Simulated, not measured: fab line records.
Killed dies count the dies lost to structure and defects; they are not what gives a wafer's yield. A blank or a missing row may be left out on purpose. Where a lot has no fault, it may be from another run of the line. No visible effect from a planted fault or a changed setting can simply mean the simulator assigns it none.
fab line records ; flow n5-finfet
record lots=7; wafers=21
route steps=1938 shown ZERO_LAYER@9 WELL_APT@21 PMOS_HMC_CHANNEL_EPI@63 FIN_SAQP@102 DUMMY_GATE@243 SD_EPI_P@300
start-h: hours from the record's opening day to when the first of the lot's shown wafers began ; wait-h: time in hours since the lot's previous step ; " as in the row above ; L1.1+2: a single row standing in for several wafers ; - no value present, or no start provided ; * or withheld: withheld ; < > ~ a bound
route shown NAME@n: names a module that has steps shown in the file, with the first one's number in the route ; usual: mean/standard deviation of fault-free wafers ; same: alike in all rows ; chamber/n: place in a boat ; sites: readings site by site ; _std_site: the standard deviation of these ; _edge_site: mean of outer sites minus mean of inner sites ; radius-mm: for every site, how far away it sits from the centre of the wafer ; mask NAME#n: copy n ; behind: tool/chamber where the wafer was last shaped ; hold: why the lot went on hold/how many hours it stayed there/how the hold came to an end ; device: transistor that didn't switch, given as n, p or np ; end of line: tests of these same wafers at the route's end ; a step without rows: its recipe alone ; killed: not the wafer's yield, but the dies lost to structure and defects at the first sort ; map: a wafer's dies, marking killed ones x, the rest . and places with no die _
set.NAME: setting as actually run; set.NAME@STEP: the setting as run at that earlier step ; model.NAME: the simulator's own value behind a step, which no gauge read
one table per step and one row per wafer, for lots whose settings were changed on purpose
## steps
# step N5_ZERO_LAYER_EXPOSE_08
# recipe mask-id=ZERO; na=0.55; source-shape=conventional; sigma-outer=0.8; polarization=unpolarized; defocus-nm=0; target-cd-nm=2000; dose-mj=16.2
lot.wafer;tool;chamber;start-h;wait-h;mask;set.dose-mj
L078.1+5;krf-scanner-01;0;36.46;-;ZERO#0;16.53
L078.4;krf-scanner-01;0;36.46;-;ZERO#0;16.2
L079.1+6;krf-scanner-01;0;42.47;-;ZERO#0;15.62
L079.2;krf-scanner-01;0;42.47;-;ZERO#0;16.2
L080.1+2+3;krf-scanner-01;0;48.48;-;ZERO#0;16.2
L082.2+6;krf-scanner-01;0;60.49;-;ZERO#0;15.58
L082.4;krf-scanner-01;0;60.49;-;ZERO#0;16.2
L083.1+6;krf-scanner-01;0;66.48;-;ZERO#0;16.2
L083.5;krf-scanner-01;0;66.48;-;ZERO#0;15.59
L085.4+6;krf-scanner-01;0;78.53;-;ZERO#0;15.42
L085.5;krf-scanner-01;0;78.53;-;ZERO#0;16.2
L097.2+3;krf-scanner-02;0;150.66;-;ZERO#0;16.51
L097.5;krf-scanner-02;0;150.66;-;ZERO#0;16.2
# step N5_ZERO_LAYER_PEB_09
# recipe peb-temp-c=withheld; peb-time-s=*
# step N5_ZERO_LAYER_DEVELOP_10
# recipe develop-time-s=60; rinse-liquid=diw; dry=air-spin; dev-temp-c=21
# step N5_ZERO_LAYER_HARDBAKE_23
# recipe temp-c=130; time-s=120
# step N5_ZERO_LAYER_CD_MEAS_11
# recipe target-cd-nm=2000; landing-energy-ev=500; detector=se-inlens
# usual cd-nm=1999.7/1.9
lot.wafer;tool;chamber;start-h;wait-h;set.dose-mj@ZERO_LAYER_EXPOSE_08;cd-nm
L078.1;cd-sem-02;0;36.64;-;16.53;2002.9
L078.4;cd-sem-02;0;36.64;-;16.2;1999.7
L078.5;cd-sem-02;0;36.64;-;16.53;2001.8
L079.1;cd-sem-03;0;42.64;-;15.62;1992.7
L079.2;cd-sem-03;0;42.64;-;16.2;2002.5
L079.6;cd-sem-03;0;42.64;-;15.62;1992.8
L080.1;cd-sem-02;0;48.66;-;16.2;2000.1
L080.2;cd-sem-02;0;48.66;-;16.2;1996.1
L080.3;cd-sem-02;0;48.66;-;16.2;2000.0
L082.2;cd-sem-02;0;60.66;-;15.58;1993.6
L082.4;cd-sem-02;0;60.66;-;16.2;2000.7
L082.6;cd-sem-02;0;60.66;-;15.58;1992.3
L083.1;cd-sem-03;0;66.66;-;16.2;2001.1
L083.5;cd-sem-03;0;66.66;-;15.59;1994.1
L083.6;cd-sem-03;0;66.66;-;16.2;1999.8
L085.4;cd-sem-01;0;78.70;-;15.42;1990.6
L085.5;cd-sem-01;0;78.70;-;16.2;2004.1
L085.6;cd-sem-01;0;78.70;-;15.42;1990.8
L097.2;cd-sem-01;0;150.83;-;16.51;2004.2
L097.3;cd-sem-01;0;150.83;-;16.51;1997.0
L097.5;cd-sem-01;0;150.83;-;16.2;1998.1
# step N5_WELL_APT_COAT_02
# recipe spin-rpm=1357; resist-thk-nm=950
lot.wafer;tool;chamber;start-h;wait-h;set.spin-rpm;model.coat_of_WELL_APT_COAT_02.thk-nm
L078.1;litho-track-04;0;-;-;1230;999.2
L078.4;litho-track-04;0;-;-;1357;951.3
L078.5;litho-track-04;0;-;-;1230;997
L079.1;litho-track-02;0;-;-;1492;907.7
L079.2;litho-track-02;0;-;-;1357;952.9
L079.6;litho-track-02;0;-;-;1492;906.6
L080.1;litho-track-02;0;-;-;1357;951.6
L080.2;litho-track-02;0;-;-;1357;951.5
L080.3;litho-track-02;0;-;-;1357;953.5
L082.2;litho-track-02;0;-;-;1357;950.1
L082.4;litho-track-02;0;-;-;1455;916.4
L082.6;litho-track-02;0;-;-;1455;915.8
L083.1;litho-track-04;0;-;-;1357;952
L083.5;litho-track-04;0;-;-;1357;952.6
L083.6;litho-track-04;0;-;-;1357;951.5
L085.4;litho-track-02;0;-;-;1357;947.9
L085.5;litho-track-02;0;-;-;1357;946.5
L085.6;litho-track-02;0;-;-;1449;918.1
L097.2;litho-track-05;0;-;-;1304;965.7
L097.3;litho-track-05;0;-;-;1357;950.9
L097.5;litho-track-05;0;-;-;1357;948.2
# step N5_PMOS_HMC_CHANNEL_EPI_PEB_07
# recipe peb-temp-c=110; peb-time-s=60; resist=CAR-ArF-block
lot.wafer;tool;chamber;start-h;wait-h;set.peb-time-s
L078.1;litho-track-05;0;40.77;0.1;60
L078.4+5;litho-track-05;0;40.77;0.1;48.22
L079.1;litho-track-05;0;46.82;0.1;48
L079.2+6;litho-track-05;0;46.82;0.1;60
L080.1+2+3;litho-track-03;0;53.45;0.1;60
L082.2+4;litho-track-05;0;65.18;0.0;60
L082.6;litho-track-05;0;65.18;0.0;66.11
L083.1+5+6;litho-track-01;0;71.21;0.1;60
L085.4;litho-track-05;0;83.17;0.0;60
L085.5+6;litho-track-05;0;83.17;0.0;66.18
L097.2;litho-track-05;0;155.11;0.0;55.45
L097.3+5;litho-track-05;0;155.11;0.0;60
# step N5_PMOS_HMC_CHANNEL_EPI_DEVELOP_08
# recipe develop-time-s=30; developer=TMAH; resist=CAR-ArF-block; dev-temp-c=23; rinse-liquid=diw; dry=air-spin
# step N5_PMOS_HMC_CHANNEL_EPI_CD_MEAS_09
# recipe target-cd-nm=237.4; landing-energy-ev=500; detector=se-inlens
# usual cd-nm=237.0/1.2
lot.wafer;tool;chamber;start-h;wait-h;set.peb-time-s@PMOS_HMC_CHANNEL_EPI_PEB_07;cd-nm
L078.1;cd-sem-01;0;40.84;-;60;237.3
L078.4;cd-sem-01;0;40.84;-;48.22;228.4
L078.5;cd-sem-01;0;40.84;-;48.22;228.0
L079.1;cd-sem-02;0;46.89;-;48;227.9
L079.2;cd-sem-02;0;46.89;-;60;236.9
L079.6;cd-sem-02;0;46.89;-;60;237.4
L080.1;cd-sem-02;0;53.51;-;60;237.0
L080.2;cd-sem-02;0;53.51;-;60;236.5
L080.3;cd-sem-02;0;53.51;-;60;238.0
L082.2;cd-sem-01;0;65.24;-;60;236.7
L082.4;cd-sem-01;0;65.24;-;60;236.4
L082.6;cd-sem-01;0;65.24;-;66.11;241.4
L083.1;cd-sem-01;0;71.28;-;60;237.5
L083.5;cd-sem-01;0;71.28;-;60;237.6
L083.6;cd-sem-01;0;71.28;-;60;237.6
L085.4;cd-sem-03;0;83.24;-;60;235.6
L085.5;cd-sem-03;0;83.24;-;66.18;241.9
L085.6;cd-sem-03;0;83.24;-;66.18;240.6
L097.2;cd-sem-02;0;155.18;-;55.45;232.1
L097.3;cd-sem-02;0;155.18;-;60;236.2
L097.5;cd-sem-02;0;155.18;-;60;237.0
# step N5_PMOS_HMC_CHANNEL_EPI_DESCUM_14
# recipe chemistry=O2; time-s=7.9; source-power-w=50; bias-power-w=20; pressure-mtorr=20; rf-frequency-hz=2.712e+07; temp-c=40; resist=CAR-ArF-block; o2-flow-sccm=225
lot.wafer;tool;chamber;start-h;wait-h;set.peb-time-s@PMOS_HMC_CHANNEL_EPI_PEB_07;model.PMOS_HMC_CHANNEL_EPI.cd-nm
L078.1;rie-diel-02;0;41.03;0.1;60;237.4
L078.4;rie-diel-02;3;41.03;0.1;48.22;228.5
L078.5;rie-diel-02;1;41.03;0.1;48.22;228
L079.1;rie-diel-04;3;47.02;0.1;48;227.6
L079.2;rie-diel-04;2;47.02;0.1;60;236.9
L079.6;rie-diel-04;3;47.02;0.1;60;237.7
L080.1;rie-diel-05;3;53.60;0.0;60;237.4
L080.2;rie-diel-05;2;53.60;0.0;60;236.6
L080.3;rie-diel-05;1;53.60;0.0;60;237.7
L082.2;rie-diel-02;2;65.34;0.0;60;236.9
L082.4;rie-diel-02;3;65.34;0.0;60;236.6
L082.6;rie-diel-02;0;65.34;0.0;66.11;241.2
L083.1+5;rie-diel-05;2,0;71.38;0.0;60;237.7
L083.6;rie-diel-05;3;71.38;0.0;60;237.4
L085.4;rie-diel-02;3;83.70;0.4;60;236.1
L085.5;rie-diel-02;0;83.70;0.4;66.18;241.9
L085.6;rie-diel-02;1;83.70;0.4;66.18;240.5
L097.2;rie-diel-02;1;155.27;0.0;55.45;232
L097.3;rie-diel-02;2;155.27;0.0;60;236.1
L097.5;rie-diel-02;2;155.27;0.0;60;236.8
# step N5_PMOS_HMC_CHANNEL_EPI_ETCH_32
# recipe chemistry=N2/H2; target=BARC; stop-on=SiO2; target-depth-a=858; over-etch-frac=0.3; time-s=50.3; ion-energy-ev=200; mask-material=CAR-ArF-block; pressure-mtorr=30; source-w=840; bias-w=150; n2-flow-sccm=200; h2-flow-sccm=200
# usual rf-vpp-V=524.2/2.2
lot.wafer;tool;chamber;start-h;wait-h;set.bias-w;set.peb-time-s@PMOS_HMC_CHANNEL_EPI_PEB_07;rf-vpp-V;model.PMOS_HMC_CHANNEL_EPI.cd-nm
L078.1;rie-diel-02;0;41.06;0.0;150;60;523.0;239
L078.4;rie-diel-02;3;41.06;0.0;150;48.22;522.8;231
L078.5;rie-diel-02;1;41.06;0.0;150;48.22;521.7;231.4
L079.1;rie-diel-04;3;47.06;0.0;150;48;521.4;229.4
L079.2;rie-diel-04;2;47.06;0.0;131.8;60;483.0;239.6
L079.6;rie-diel-04;3;47.06;0.0;131.8;60;482.8;239.7
L080.1;rie-diel-05;3;53.64;0.0;150;60;522.4;239.9
L080.2;rie-diel-05;2;53.64;0.0;150;60;526.6;239.2
L080.3;rie-diel-05;1;53.64;0.0;150;60;525.9;240.4
L082.2;rie-diel-02;2;65.38;0.0;176.9;60;583.6;239.9
L082.4;rie-diel-02;3;65.38;0.0;150;60;522.8;239.1
L082.6;rie-diel-02;0;65.38;0.0;176.9;66.11;579.8;243.5
L083.1;rie-diel-05;2;71.41;0.0;150;60;526.1;240.4
L083.5;rie-diel-05;0;71.41;0.0;150;60;525.1;239.7
L083.6;rie-diel-05;3;71.41;0.0;150;60;522.9;240.1
L085.4;rie-diel-02;3;83.73;0.0;124.1;60;462.7;238.9
L085.5;rie-diel-02;0;83.73;0.0;124.1;66.18;465.6;244
L085.6;rie-diel-02;1;83.73;0.0;150;66.18;521.1;244.2
L097.2;rie-diel-02;1;155.30;0.0;150;55.45;521.3;235.3
L097.3;rie-diel-02;2;155.30;0.0;150;60;525.7;238.4
L097.5;rie-diel-02;2;155.30;0.0;150;60;526.3;239
# step N5_FIN_SAQP_HM_DEP_72
# recipe material=SiO2; target-thk-a=120; temp-c=400; precursor=SiH4/N2O; pressure-torr=0.75; rf-w=275; time-s=7.2
lot.wafer;tool;chamber;start-h;wait-h;set.time-s;model.SiO2_of_FIN_SAQP_HM_DEP_72.thk-nm
L078.1;pecvd-02;1;44.70;0.0;7.2;11.84
L078.4;pecvd-02;0;44.70;0.0;7.2;12.07
L078.5;pecvd-02;0;44.70;0.0;7.2;11.95
L079.1;pecvd-01;2;50.69;0.0;6.753;11.18
L079.2;pecvd-01;1;50.69;0.0;6.753;11.09
L079.6;pecvd-01;2;50.69;0.0;6.753;11.1
L080.1;pecvd-03;2;57.27;0.0;7.2;11.6
L080.2;pecvd-03;0;57.27;0.0;7.2;11.45
L080.3;pecvd-03;1;57.27;0.0;7.2;11.65
L082.2;pecvd-01;2;69.25;0.0;7.2;11.81
L082.4;pecvd-01;1;69.25;0.0;7.735;12.86
L082.6;pecvd-01;2;69.25;0.0;7.735;12.96
L083.1;pecvd-02;0;75.83;0.0;6.536;10.99
L083.5;pecvd-02;0;75.83;0.0;6.536;11.22
L083.6;pecvd-02;2;75.83;0.0;7.2;12.11
L085.4;pecvd-03;2;88.10;0.1;8.218;13.82
L085.5;pecvd-03;1;88.10;0.1;8.218;13.65
L085.6;pecvd-03;0;88.10;0.1;7.2;11.89
L097.2;pecvd-03;1;159.41;0.0;7.2;12
L097.3;pecvd-03;2;159.41;0.0;7.2;11.98
L097.5;pecvd-03;2;159.41;0.0;7.774;12.88
# step N5_FIN_SAQP_COAT_49
# recipe resist=SOC; temp-c=250; time-s=60; spin-rpm=1500; resist-thk-nm=100
# step N5_FIN_SAQP_COAT_50
# recipe resist=SiARC; temp-c=220; time-s=60; spin-rpm=1500; resist-thk-nm=35
# step N5_FIN_SAQP_ETCH_52
# recipe chemistry=N2/H2; target=SOC; target-depth-a=1000; overetch-a=200; mask-material=SiARC; temp-c=40; time-s=150; ion-energy-ev=200; pressure-mtorr=30; source-w=840; bias-w=150; n2-flow-sccm=200; h2-flow-sccm=200; ends=end-point
# step N5_FIN_SAQP_STRIP_53
# recipe chemistry=N2/H2; temp-c=40; n2-flow-sccm=200; h2-flow-sccm=200; rf-frequency-hz=6e+07
# step N5_FIN_SAQP_HM_OPEN_73
# recipe chemistry=CHF3/O2; target=SiO2; stop-on=a-Si; target-depth-a=120; over-etch-frac=1.8; mask-material=SOC; time-s=16.8; pressure-mtorr=30; source-w=650; bias-w=170; Ar_flow_sccm=200; CHF3_flow_sccm=50; O2_flow_sccm=5; ion-energy-ev=200; ends=end-point
lot.wafer;tool;chamber;start-h;wait-h;set.time-s@FIN_SAQP_HM_DEP_72;model.etch.depth-nm
L078.1;rie-diel-06;3;45.43;0.0;7.2;11.84
L078.4;rie-diel-06;0;45.43;0.0;7.2;12.07
L078.5;rie-diel-06;1;45.43;0.0;7.2;11.95
L079.1;rie-diel-06;2;51.52;0.0;6.753;11.18
L079.2;rie-diel-06;3;51.52;0.0;6.753;11.09
L079.6;rie-diel-06;0;51.52;0.0;6.753;11.1
L080.1;rie-diel-06;3;58.32;0.0;7.2;11.6
L080.2;rie-diel-06;2;58.32;0.0;7.2;11.45
L080.3;rie-diel-06;0;58.32;0.0;7.2;11.65
L082.2;rie-diel-06;0;69.99;0.0;7.2;11.81
L082.4;rie-diel-06;1;69.99;0.0;7.735;12.86
L082.6;rie-diel-06;3;69.99;0.0;7.735;12.96
L083.1;rie-diel-01;0;76.57;0.0;6.536;10.99
L083.5;rie-diel-01;1;76.57;0.0;6.536;11.22
L083.6;rie-diel-01;0;76.57;0.0;7.2;12.11
L085.4;rie-diel-01;1;88.82;0.0;8.218;13.82
L085.5;rie-diel-01;3;88.82;0.0;8.218;13.65
L085.6;rie-diel-01;2;88.82;0.0;7.2;11.89
L097.2;rie-diel-01;2;160.03;0.0;7.2;12
L097.3;rie-diel-01;0;160.03;0.0;7.2;11.98
L097.5;rie-diel-01;0;160.03;0.0;7.774;12.88
# step N5_DUMMY_GATE_ETCH_31
# recipe chemistry=C4F6/O2; target=SiO2; mask-material=SOC; target-depth-a=825; time-s=27.5; ion-energy-ev=250; pressure-mtorr=30; source-w=345; bias-w=185; Ar_flow_sccm=300; C4F6_flow_sccm=10; O2_flow_sccm=10
lot.wafer;tool;chamber;start-h;wait-h;set.target-depth-a;model.etch.depth-nm;model.SOC_of_DUMMY_GATE_COAT_34.thk-nm
L078.1;rie-diel-05;3;70.62;0.0;825;83.58;51.6
L078.4;rie-diel-05;1;70.62;0.0;763.8;74.77;52.6
L078.5;rie-diel-05;2;70.62;0.0;825;80.5;52
L079.1;rie-diel-05;0;74.79;0.1;825;83.11;51.6
L079.2;rie-diel-05;3;74.79;0.1;874.2;88.67;51.2
L079.6;rie-diel-05;3;74.79;0.1;825;83.4;51.6
L080.1;rie-diel-02;3;83.47;0.1;825;83.25;51.6
L080.2;rie-diel-02;1;83.47;0.1;825;84.16;51.4
L080.3;rie-diel-02;0;83.47;0.1;825;82.9;51.4
L082.2;rie-diel-02;0;93.91;0.1;738;73.85;52.6
L082.4;rie-diel-02;3;93.91;0.1;825;81.48;52
L082.6;rie-diel-02;2;93.91;0.1;825;83.16;51.6
L083.1;rie-diel-02;3;107.16;0.1;745.6;74.42;52.8
L083.5;rie-diel-02;0;107.16;0.1;825;82.77;52
L083.6;rie-diel-02;1;107.16;0.1;745.6;75.34;52.6
L085.4;rie-diel-02;2;116.80;0.0;825;83.78;51.8
L085.5;rie-diel-02;3;116.80;0.0;825;82.55;52
L085.6;rie-diel-02;2;116.80;0.0;825;82.91;51.8
L097.2;rie-diel-04;3;183.68;0.0;825;81.91;52
L097.3;rie-diel-04;1;183.68;0.0;732.8;73.48;52.6
L097.5;rie-diel-04;1;183.68;0.0;732.8;73.25;52.6
# step N5_SD_EPI_P_EXPOSE_06
# recipe mask-id=SD_P_BLK; na=1.35; source-shape=conventional; sigma-outer=0.8; polarization=unpolarized; target-cd-nm=240; dose-mj=39.5
lot.wafer;tool;chamber;start-h;wait-h;mask;set.dose-mj
L078.1+5;arfi-scanner-02;0;76.43;-;SD_P_BLK#0;37.66
L078.4;arfi-scanner-02;0;76.43;-;SD_P_BLK#0;39.5
L079.1+2;arfi-scanner-01;0;80.90;-;SD_P_BLK#0;41.33
L079.6;arfi-scanner-01;0;80.90;-;SD_P_BLK#0;39.5
L080.1+2+3;arfi-scanner-03;0;89.95;-;SD_P_BLK#0;39.5
L082.2+4+6;arfi-scanner-01;0;102.09;-;SD_P_BLK#0;39.5
L083.1;arfi-scanner-01;0;115.44;-;SD_P_BLK#0;41.37
L083.5+6;arfi-scanner-01;0;115.44;-;SD_P_BLK#0;39.5
L085.4+5+6;arfi-scanner-02;0;123.91;-;SD_P_BLK#0;39.5
L097.2+3+5;arfi-scanner-03;0;193.83;-;SD_P_BLK#0;39.5
# step N5_SD_EPI_P_PEB_07
# recipe peb-temp-c=110; peb-time-s=60; resist=CAR-ArF-block
# step N5_SD_EPI_P_DEVELOP_08
# recipe develop-time-s=30; developer=TMAH; resist=CAR-ArF-block; dev-temp-c=23; rinse-liquid=diw; dry=air-spin
# step N5_SD_EPI_P_CD_MEAS_09
# recipe target-cd-nm=240; landing-energy-ev=500; detector=se-inlens
# usual cd-nm=240.6/0.76
lot.wafer;tool;chamber;start-h;wait-h;set.dose-mj@SD_EPI_P_EXPOSE_06;cd-nm
L078.1;cd-sem-03;0;76.55;-;37.66;237.0
L078.4;cd-sem-03;0;76.55;-;39.5;240.9
L078.5;cd-sem-03;0;76.55;-;37.66;237.6
L079.1;cd-sem-02;0;81.03;-;41.33;244.8
L079.2;cd-sem-02;0;81.03;-;41.33;243.7
L079.6;cd-sem-02;0;81.03;-;39.5;240.1
L080.1;cd-sem-02;0;90.07;-;39.5;240.8
L080.2;cd-sem-02;0;90.07;-;39.5;241.9
L080.3;cd-sem-02;0;90.07;-;39.5;241.3
L082.2;cd-sem-01;0;102.21;-;39.5;240.9
L082.4;cd-sem-01;0;102.21;-;39.5;240.0
L082.6;cd-sem-01;0;102.21;-;39.5;240.2
L083.1;cd-sem-02;0;115.56;-;41.37;242.8
L083.5;cd-sem-02;0;115.56;-;39.5;239.5
L083.6;cd-sem-02;0;115.56;-;39.5;240.8
L085.4;cd-sem-02;0;124.02;-;39.5;240.6
L085.5;cd-sem-02;0;124.02;-;39.5;241.6
L085.6;cd-sem-02;0;124.02;-;39.5;240.8
L097.2;cd-sem-03;0;193.95;-;39.5;240.5
L097.3;cd-sem-03;0;193.95;-;39.5;241.5
L097.5;cd-sem-03;0;193.95;-;39.5;241.0
# step N5_SD_EPI_P_DESCUM_14
# recipe chemistry=O2; time-s=7.9; source-power-w=50; bias-power-w=20; pressure-mtorr=20; rf-frequency-hz=2.712e+07; temp-c=40; resist=CAR-ArF-block; o2-flow-sccm=225
lot.wafer;tool;chamber;start-h;wait-h;set.dose-mj@SD_EPI_P_EXPOSE_06;model.SD_EPI_P.cd-nm
L078.1;rie-diel-02;1;76.73;0.1;37.66;237.2
L078.4;rie-diel-02;3;76.73;0.1;39.5;240.6
L078.5;rie-diel-02;2;76.73;0.1;37.66;237.6
L079.1;rie-diel-05;0;81.12;0.0;41.33;244.6
L079.2;rie-diel-05;2;81.12;0.0;41.33;243.4
L079.6;rie-diel-05;0;81.12;0.0;39.5;240
L080.1;rie-diel-05;2;90.27;0.1;39.5;240.8
L080.2;rie-diel-05;0;90.27;0.1;39.5;241.8
L080.3;rie-diel-05;3;90.27;0.1;39.5;241.2
L082.2+6;rie-diel-02;0,3;102.30;0.0;39.5;240.6
L082.4;rie-diel-02;1;102.30;0.0;39.5;239.8
L083.1;rie-diel-04;3;115.65;0.0;41.37;243
L083.5;rie-diel-04;0;115.65;0.0;39.5;239.6
L083.6;rie-diel-04;1;115.65;0.0;39.5;240.6
L085.4;rie-diel-04;0;124.10;0.0;39.5;240.6
L085.5;rie-diel-04;3;124.10;0.0;39.5;241.4
L085.6;rie-diel-04;0;124.10;0.0;39.5;241
L097.2;rie-diel-02;1;194.04;0.0;39.5;240.6
L097.3;rie-diel-02;2;194.04;0.0;39.5;241.4
L097.5;rie-diel-02;1;194.04;0.0;39.5;240.8
# step N5_SD_EPI_P_ETCH_36
# recipe chemistry=CF4; target=SiARC; target-depth-a=455; mask-material=CAR-ArF-block; time-s=75.8; ion-energy-ev=80; pressure-mtorr=40; source-w=545; bias-w=36; Ar_flow_sccm=100; cf4-flow-sccm=100; ends=cleared
lot.wafer;tool;chamber;start-h;wait-h;set.dose-mj@SD_EPI_P_EXPOSE_06;model.SD_EPI_P.cd-nm
L078.1+5;rie-diel-02;1,2;76.76;0.0;37.66;237.4
L078.4;rie-diel-02;3;76.76;0.0;39.5;240.8
L079.1;rie-diel-05;0;81.15;0.0;41.33;244.4
L079.2;rie-diel-05;2;81.15;0.0;41.33;243.6
L079.6;rie-diel-05;0;81.15;0.0;39.5;239.8
L080.1+3;rie-diel-05;2,3;90.30;0.0;39.5;241
L080.2;rie-diel-05;0;90.30;0.0;39.5;241.6
L082.2+6;rie-diel-02;0,3;102.33;0.0;39.5;240.6
L082.4;rie-diel-02;1;102.33;0.0;39.5;240
L083.1;rie-diel-04;3;115.68;0.0;41.37;242.8
L083.5;rie-diel-04;0;115.68;0.0;39.5;239.8
L083.6;rie-diel-04;1;115.68;0.0;39.5;240.6
L085.4;rie-diel-04;0;124.14;0.0;39.5;240.8
L085.5;rie-diel-04;3;124.14;0.0;39.5;241.4
L085.6;rie-diel-04;0;124.14;0.0;39.5;241.2
L097.2;rie-diel-02;1;194.07;0.0;39.5;240.6
L097.3;rie-diel-02;2;194.07;0.0;39.5;241.4
L097.5;rie-diel-02;1;194.07;0.0;39.5;240.8
# step N5_SD_EPI_P_ETCH_37
# recipe chemistry=N2/H2; target=SOC; overetch-a=1080; mask-material=SiARC; temp-c=40; ion-energy-ev=100; source-w=3000; bias-w=133; pressure-mtorr=20; time-s=486; n2-flow-sccm=200; h2-flow-sccm=200; ends=end-point
# step N5_SD_EPI_P_STRIP_38
# recipe chemistry=N2/H2; temp-c=40; n2-flow-sccm=200; h2-flow-sccm=200; rf-frequency-hz=6e+07
# step N5_SD_EPI_P_ETCHBACK_46
# recipe chemistry=CH3F/O2; mode=anisotropic-etchback; target=SiNx; target-depth-a=175; stop-on=SiO2; over-etch-frac=0.3; ion-energy-ev=120; pressure-mtorr=30; source-w=395; bias-w=73; Ar_flow_sccm=150; CH3F_flow_sccm=30; O2_flow_sccm=20
# step N5_SD_EPI_P_ETCH_47
# recipe chemistry=CH3F/O2; target=SiOCN; target-depth-a=250; mask-material=SOC; ion-energy-ev=60; bias-w=29; pressure-mtorr=30; source-w=410; Ar_flow_sccm=150; CH3F_flow_sccm=30; O2_flow_sccm=20
lot.wafer;tool;chamber;start-h;wait-h;set.dose-mj@SD_EPI_P_EXPOSE_06;model.SD_EPI_P.cd-nm
L078.1;rie-diel-02;1;77.24;0.1;37.66;236.8
L078.4;rie-diel-02;3;77.24;0.1;39.5;240.2
L078.5;rie-diel-02;2;77.24;0.1;37.66;237.6
L079.1;rie-diel-05;0;81.63;0.1;41.33;245.2
L079.2;rie-diel-05;2;81.63;0.1;41.33;246.6
L079.6;rie-diel-05;0;81.63;0.1;39.5;241.4
L080.1;rie-diel-05;2;90.78;0.1;39.5;242.2
L080.2;rie-diel-05;0;90.78;0.1;39.5;243.2
L080.3;rie-diel-05;3;90.78;0.1;39.5;241.4
L082.2;rie-diel-02;0;102.81;0.1;39.5;239.8
L082.4;rie-diel-02;1;102.81;0.1;39.5;239.4
L082.6;rie-diel-02;3;102.81;0.1;39.5;239.6
L083.1;rie-diel-04;3;116.16;0.1;41.37;242.6
L083.5;rie-diel-04;0;116.16;0.1;39.5;240.4
L083.6;rie-diel-04;1;116.16;0.1;39.5;239.8
L085.4+6;rie-diel-04;0;124.62;0.1;39.5;240.8
L085.5;rie-diel-04;3;124.62;0.1;39.5;240
L097.2;rie-diel-02;1;194.55;0.1;39.5;239.8
L097.3;rie-diel-02;2;194.55;0.1;39.5;240.4
L097.5;rie-diel-02;1;194.55;0.1;39.5;240.6
## key
split step=N5_ZERO_LAYER_EXPOSE_08; setting=dose-mj; stated=16.2; by=wafer
response step=N5_ZERO_LAYER_CD_MEAS_11; reading=cd-nm; change=+2.25; per=1%; r=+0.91
split step=N5_WELL_APT_COAT_02; setting=spin-rpm; stated=1357; by=wafer
response step=N5_WELL_APT_COAT_02; reading=model.coat_of_WELL_APT_COAT_02.thk-nm; change=-4.66; per=1%; r=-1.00
split step=N5_PMOS_HMC_CHANNEL_EPI_PEB_07; setting=peb-time-s; stated=60; by=wafer
response step=N5_PMOS_HMC_CHANNEL_EPI_CD_MEAS_09; reading=cd-nm; change=+0.481; per=1%; r=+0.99
response step=N5_PMOS_HMC_CHANNEL_EPI_DESCUM_14; reading=model.PMOS_HMC_CHANNEL_EPI.cd-nm; change=+0.479; per=1%; r=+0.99
response step=N5_PMOS_HMC_CHANNEL_EPI_ETCH_32; reading=model.PMOS_HMC_CHANNEL_EPI.cd-nm; change=+0.455; per=1%; r=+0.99
split step=N5_PMOS_HMC_CHANNEL_EPI_ETCH_32; setting=bias-w; stated=150; by=wafer
response step=N5_PMOS_HMC_CHANNEL_EPI_ETCH_32; reading=rf-vpp-V; change=+3.27; per=1%; r=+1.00
split step=N5_FIN_SAQP_HM_DEP_72; setting=time-s; stated=7.2; by=wafer
response step=N5_FIN_SAQP_HM_DEP_72; reading=model.SiO2_of_FIN_SAQP_HM_DEP_72.thk-nm; change=+0.125; per=1%; r=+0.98
response step=N5_FIN_SAQP_HM_OPEN_73; reading=model.etch.depth-nm; change=+0.125; per=1%; r=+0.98
split step=N5_DUMMY_GATE_ETCH_31; setting=target-depth-a; stated=825; by=wafer
response step=N5_DUMMY_GATE_ETCH_31; reading=model.etch.depth-nm; change=+0.828; per=1%; r=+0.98
response step=N5_DUMMY_GATE_ETCH_31; reading=model.SOC_of_DUMMY_GATE_COAT_34.thk-nm; change=-0.072; per=1%; r=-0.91
split step=N5_SD_EPI_P_EXPOSE_06; setting=dose-mj; stated=39.5; by=wafer
response step=N5_SD_EPI_P_CD_MEAS_09; reading=cd-nm; change=+0.742; per=1%; r=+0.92
response step=N5_SD_EPI_P_DESCUM_14; reading=model.SD_EPI_P.cd-nm; change=+0.719; per=1%; r=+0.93
response step=N5_SD_EPI_P_ETCH_36; reading=model.SD_EPI_P.cd-nm; change=+0.726; per=1%; r=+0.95
response step=N5_SD_EPI_P_ETCH_47; reading=model.SD_EPI_P.cd-nm; change=+0.712; per=1%; r=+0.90
